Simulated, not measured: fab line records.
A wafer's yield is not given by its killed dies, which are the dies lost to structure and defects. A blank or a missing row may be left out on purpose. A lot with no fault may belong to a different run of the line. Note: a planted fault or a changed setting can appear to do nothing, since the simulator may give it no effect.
Matching of chambers + flow n5-finfet + 3 sister chambers for N5_BEOL_M5_CURE_80 on uv-cure-02
The step cures SiCOH lowk, time 120 s. 3 wafers are shown with their chamber, then 8 later ones without.

WAFERS WITH THEIR CHAMBER
| wafer  | chamber | wafer_temp_C_max |
|--------|---------|------------------|
| L077.6 | 0       | 371.7            |
| L082.5 | 1       | 372.0            |
| L086.1 | 2       | 371.6            |

WAFERS WHOSE CHAMBER IS MISSING
| wafer  | wafer_temp_C_max |
|--------|------------------|
| L086.2 | 371.2            |
| L086.3 | 371.3            |
| L088.2 | 372.9            |
| L088.3 | 372.4            |
| L088.5 | 372.3            |
| L090.3 | 370.9            |
| L090.5 | 371.1            |
| L090.6 | 371.1            |

WHICH CHAMBER EACH ONE RAN IN
| wafer  | from the rows above          | in truth |
|--------|------------------------------|----------|
| L086.2 | can't be placed: 2 or 0 or 1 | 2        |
| L086.3 | can't be placed: 2 or 0 or 1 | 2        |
| L088.2 | can't be placed: 1 or 0 or 2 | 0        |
| L088.3 | can't be placed: 1 or 0 or 2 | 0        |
| L088.5 | can't be placed: 1 or 0 or 2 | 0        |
| L090.3 | can't be placed: 2 or 0 or 1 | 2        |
| L090.5 | can't be placed: 2 or 0 or 1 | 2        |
| L090.6 | can't be placed: 2 or 0 or 1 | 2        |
Placed correctly: 0 of 8. Can't be placed from these rows: 8 (the true chamber is among the candidates in 8). Number placed wrongly: 0.
How it was worked out, from the rows above alone: a wafer's distance from a chamber is the root of the sum, over the readings, of the square of ((its reading less the chamber's mean) divided by the reading's scatter). If the next closest chamber is less than 2 further off than the closest, the wafer can't be placed; otherwise it belongs to the closest. For every chamber, the mean is computed from those of its wafers that are shown. The scatter: root of mean squared gap, hidden wafer to nearest shown wafer, with one shown wafer a chamber.
